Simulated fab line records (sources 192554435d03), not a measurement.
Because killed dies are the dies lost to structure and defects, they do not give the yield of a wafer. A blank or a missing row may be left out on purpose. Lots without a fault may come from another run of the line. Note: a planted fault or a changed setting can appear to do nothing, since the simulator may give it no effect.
Split-lot study | flow n5Finfet | on a route of 1938 steps: 7 lots, 39 wafers read

== ON THE SPLIT ==
At N5_MOL_CONTACT_COAG_ETCH_106 (etches SOC in N2/H2, target depth 80 nm, overetch 16 nm, time 120 s), the setting sourceW was moved away from the recipe's 840 W on 9 of the 39 wafers read, by -13.4% to -5.7%. For the rest of the wafers, this setting stayed at what the recipe calls for.

The split's own step is where the reading is taken.

== THE READING ==
rfVppV, in V, at N5_MOL_CONTACT_COAG_ETCH_106 (etches SOC in N2/H2, target depth 80 nm, overetch 16 nm, time 120 s). On this fab line, fault-free wafers typically give 524.9 V with a standard deviation of 2.7 V.

wafer  | tool, chamber at the split | sourceW as run, W | against the recipe | rfVppV, V | against lot-mates on the recipe
L076.1 | rieDiel-06, 1              | 840               | recipe             | 522.5     | -
L076.2 | rieDiel-06, 3              | 840               | recipe             | 524.3     | -
L076.3 | rieDiel-06, 2              | 840               | recipe             | 526.4     | -
L076.4 | rieDiel-06, 2              | 840               | recipe             | 527.3     | -
L076.5 | rieDiel-06, 3              | 840               | recipe             | 525.0     | -
L076.6 | rieDiel-06, 1              | 840               | recipe             | 521.0     | -
L080.1 | rieDiel-02, 3              | 840               | recipe             | 521.3     | -
L080.2 | rieDiel-02, 2              | 756.4             | -10.0%             | 545.1     | +20.2
L080.3 | rieDiel-02, 1              | 756.4             | -10.0%             | 544.9     | +20.0
L080.4 | rieDiel-02, 0              | 756.4             | -10.0%             | 539.0     | +14.1
L080.5 | rieDiel-02, 2              | 840               | recipe             | 528.6     | -
L080.6 | rieDiel-02, 1              | 840               | recipe             | 524.7     | -
L082.1 | rieDiel-06, 3              | 840               | recipe             | 524.8     | -
L082.2 | rieDiel-06, 0              | 727.8             | -13.4%             | 547.2     | +22.6
L082.3 | rieDiel-06, 2              | 840               | recipe             | 526.6     | -
L082.4 | rieDiel-06, 1              | 727.8             | -13.4%             | 547.1     | +22.5
L082.5 | rieDiel-06, 2              | 727.8             | -13.4%             | 554.0     | +29.4
L082.6 | rieDiel-06, 1              | 840               | recipe             | 522.5     | -
L083.1 | rieDiel-01, 2              | 840               | recipe             | 525.1     | -
L083.2 | rieDiel-01, 1              | 840               | recipe             | 529.0     | -
L083.3 | rieDiel-01, 3              | 792.2             | -5.7%              | 537.3     | +12.0
L083.4 | rieDiel-01, 0              | 840               | recipe             | 521.9     | -
L083.5 | rieDiel-01, 3              | 792.2             | -5.7%              | 539.8     | +14.5
L083.6 | rieDiel-01, 2              | 792.2             | -5.7%              | 536.0     | +10.7
L088.1 | rieDiel-02, 2              | 840               | recipe             | 527.2     | -
L088.3 | rieDiel-02, 1              | 840               | recipe             | 526.4     | -
L088.4 | rieDiel-02, 3              | 840               | recipe             | 519.8     | -
L094.1 | rieDiel-02, 1              | 840               | recipe             | 526.3     | -
L094.2 | rieDiel-02, 0              | 840               | recipe             | 528.9     | -
L094.3 | rieDiel-02, 2              | 840               | recipe             | 527.8     | -
L094.4 | rieDiel-02, 3              | 840               | recipe             | 522.0     | -
L094.5 | rieDiel-02, 1              | 840               | recipe             | 526.6     | -
L094.6 | rieDiel-02, 2              | 840               | recipe             | 528.3     | -
L097.1 | rieDiel-01, 1              | 840               | recipe             | 527.6     | -
L097.2 | rieDiel-01, 2              | 840               | recipe             | 526.0     | -
L097.3 | rieDiel-01, 0              | 840               | recipe             | 521.6     | -
L097.4 | rieDiel-01, 3              | 840               | recipe             | 527.4     | -
L097.5 | rieDiel-01, 2              | 840               | recipe             | 525.9     | -
L097.6 | rieDiel-01, 1              | 840               | recipe             | 528.3     | -

THE FIT
A straight line over all 39 wafers: rfVppV changes by -1.82 V for each +1% of sourceW; r = -0.95; the points scatter about the line by 2.8 V.
The same after taking each lot's own level away (the mean of its wafers on the recipe; 39 wafers): -1.87 V for each +1%; r = -0.95; scatter 2.6 V.
Per that fit: largest sourceW move, reading shift of 25 V.
The lots' own levels span 524.42 to 526.65 V, that is 0.8 times the standard deviation above.
So the lot-to-lot level changes the slope little: the two slopes agree.
Check: for one of the wafers moved furthest among these (-13.4%), held out of the fit, the line's prediction against its lot-mates is +25.7 V. Against them it came out at +22.6 V.
Tool readings at the split's step, against how far the setting was moved: rfVppV r = -0.95.

== THE OTHER SPLITS THESE WAFERS WENT THROUGH ==
Other splits were also applied to these wafers ahead of the reading. Each is held against what the fit with the lots' levels taken away leaves over:
other split on the same wafers   | wafers away from the commonest value | r with rfVppV (lot level and that fit taken away)
N5_WELL_APT_EPI_41 targetThkA    | 15                                   | +0.02
N5_DUMMY_GATE_ETCH_37 sourceW    | 9                                    | +0.00
N5_SD_EPI_N_ETCH_45 targetDepthA | 6                                    | +0.05

== FILE'S OWN FIT ==
rfVppV changes by -1.88 V for each +1% of sourceW, r = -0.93.
